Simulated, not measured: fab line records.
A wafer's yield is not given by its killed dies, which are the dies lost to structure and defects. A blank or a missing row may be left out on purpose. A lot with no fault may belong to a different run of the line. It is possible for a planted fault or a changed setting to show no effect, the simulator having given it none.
Comparing a struck lot with a sound one || flow n5Finfet || 14 out of 1938 route steps
Sound: the wafers L302.2, L302.3, L302.5. The struck wafers were L315.2, L315.4, L315.6. At the end, the cause is stated.
Per side, at each step with rows, come the tool, then ch with its chambers, and then its first start. Under that, the readings that differ: sound wafers || struck wafers || difference of the means || sigmas: that difference in standard deviations of wafers without a fault.
alike: readings whose means differ by less than 2 such deviations, and words and numbers that are the same on both sides. not compared: withheld readings, readings that some wafer has no value for, bounds like >300 that may hide the same value, and numbers for which the record gives no deviation and whose values overlap.
The two part at a step that has a row with sigmas, a row that says differs or no value, or rows on one side only. Non-overlapping numbers with no deviation appear without sigmas and do not part them. Lack of a reading on every wafer of one side parts them only where that side has two or more wafers.

first, 2 steps without rows for these wafers: N5_DUMMY_REMOVAL_SRD_05 (time 30 s); N5_HKMG_FIN_IL_REGROW_00 (material SiO2, chemistry O3, target thk 0.75 nm, time 30 s).
N5_HKMG_FIN_HK_ALD_01: deposits HfO2, target thk 1.6 nm, pulse time 3 s, purge time 3 s.
  sound on aldHk-02 ch 1,2,3, day 4 17:20; struck on aldHk-01 ch 1,2,3, day 7 21:59
  alike: precursorPulseHeightRel
  not compared: sinceWetCleanH
N5_HKMG_FIN_HK_ANNEAL_02: time 30 s.
  sound on rtpAnneal-02 ch 0, day 4 17:34; struck on rtpAnneal-02 ch 0, day 7 22:13
  alike: lampPowerPct, wafer_temp_C_max
N5_HKMG_FIN_ALD_74: deposits La2O3, target thk 0.5 nm, pulse time 6 s, co reactant pulse time 1 s.
  sound on aldHk-01 ch 1,3, day 4 17:45; struck on aldHk-03 ch 0,1,2, day 7 22:25
  alike: heaterPowerW, precursorPulseHeightRel
  not compared: sinceWetCleanH
N5_HKMG_FIN_ALD_75: deposits Al2O3, target thk 1 nm, co reactant pulse time 1 s.
  sound on aldHk-01 ch 1,3, day 4 17:54; struck on aldHk-03 ch 0,1,2, day 7 22:29
  alike: heaterPowerW, precursorPulseHeightRel
then, 6 steps without rows for these wafers: N5_HKMG_FIN_COAT_41 (time 60 s, resist thk 300 nm); N5_HKMG_FIN_COAT_42 (time 60 s, resist thk 35 nm); N5_HKMG_FIN_COAT_43 (resist thk 90 nm); N5_HKMG_FIN_EBR_45; N5_HKMG_FIN_SOFTBAKE_44 (time 60 s); N5_HKMG_FIN_EXPOSE_46 (exposes mask NDIPOLE).
N5_HKMG_FIN_PEB_47: peb time 60 s.
  struck on lithoTrack-03, day 7 22:46; sound on lithoTrack-05 ch 0, day 4 18:23
  no value came back on the struck wafers for chillPlateTempC (C), exhaustPa (Pa), resistLineTempC (C); on the sound wafers chillPlateTempC (C) reads 22.97 22.90 22.83
then, 1 step without rows for these wafers: N5_HKMG_FIN_DEVELOP_48 (develop time 30 s).

## WHERE THEY PART
Within this record, at N5_HKMG_FIN_PEB_47 only.

WHY: what had been put in by the simulator
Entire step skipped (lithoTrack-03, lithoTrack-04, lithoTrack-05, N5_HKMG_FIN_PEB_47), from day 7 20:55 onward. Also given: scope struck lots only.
